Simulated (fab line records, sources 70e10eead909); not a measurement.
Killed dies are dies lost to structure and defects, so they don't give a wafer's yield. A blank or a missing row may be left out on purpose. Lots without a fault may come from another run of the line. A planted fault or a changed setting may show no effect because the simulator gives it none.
Problem report in the 8D (eight disciplines) form, filled by code | flow nand_harc | the parts of the form that need people (team, actions taken, sign-off) are left out

1. THE PROBLEM
killed_dies at NHARC_END_SORT_01 reads a mean of 611 on 6 wafers of 2 lots; wafers without a fault read 58 with a standard deviation of 18. That is +31 standard deviations from the usual mean.
First seen on wafer L664.2, day 28 04:25, on prober-02. The record holds 6 wafers of 2 lots with a number at this step. Rule for "out", or "out of limits": more than 4 standard deviations from the usual mean. The other wafers with a number count as sound.

2. WHAT IT IS AND WHAT IT IS NOT
question                    | is                           | is not
which readings at this step | killed_dies, killed_at_array | killed_at_other, killed_open
which lots                  | L664, L665                   | -
which wafers of those lots  | all that have a number       | -
read on which gauges        | prober-01, prober-02         | -
when                        | from day 28 04:25            | up to then (0 sound wafers)

3. SUSPECTS, AND WHAT RULES EACH OUT
Counting: a tool at a process step up to the reading stays a suspect if it ran every lot that is out and no sound lot after the first of them.
- the gauge at NHARC_END_SORT_01: ruled out. The wafers that are out were read on 2 gauges (prober-01, prober-02).
- acl_dep-02 at NHARC_A_CHANNEL_HOLE_D2_DEP_00 (deposits aC, target thk 3100 nm): kept. It ran every lot that is out, first L664 (day 16 16:37), and no sound lot after that.
Left after counting: acl_dep-02 at NHARC_A_CHANNEL_HOLE_D2_DEP_00.

4. THE CAUSE (what the simulator had put in)
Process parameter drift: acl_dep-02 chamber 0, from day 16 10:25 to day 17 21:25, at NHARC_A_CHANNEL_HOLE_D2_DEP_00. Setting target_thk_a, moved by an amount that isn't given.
Counting left only this tool.

5. THE CHAIN OF EFFECTS, in route order
Each row: a reading whose mean over the struck wafers that have a number lies more than 3 standard deviations from the usual. Only readings for which the record gives a usual standard deviation are gone through. hours: the time from each lot's start at the first step in this table that gives one to its start at this step, as a median over the lots. sigmas: the change in usual standard deviations.
hours | step              | reading         | usual | on struck wafers | change | sigmas
0     | NHARC_END_SORT_01 | killed_at_array | 53    | 604              | +552   | +31
0     | NHARC_END_SORT_01 | killed_dies     | 58    | 611              | +553   | +31

6. WHAT WOULD HAVE CAUGHT IT SOONER
In this record the first reading out of limits at a measuring or inspecting step was taken at day 28 04:25, 282 hours after the fault began at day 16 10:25.
Of the tool readings at NHARC_A_CHANNEL_HOLE_D2_DEP_00 for which the record gives a usual standard deviation, none was out on any struck wafer, so an alarm limit of 4 standard deviations on them would not have fired.
All the lots that are out (2) had begun NHARC_A_CHANNEL_HOLE_D2_DEP_00 on acl_dep-02 by day 28 04:25. A hold on the tool at that time would have spared none of them.
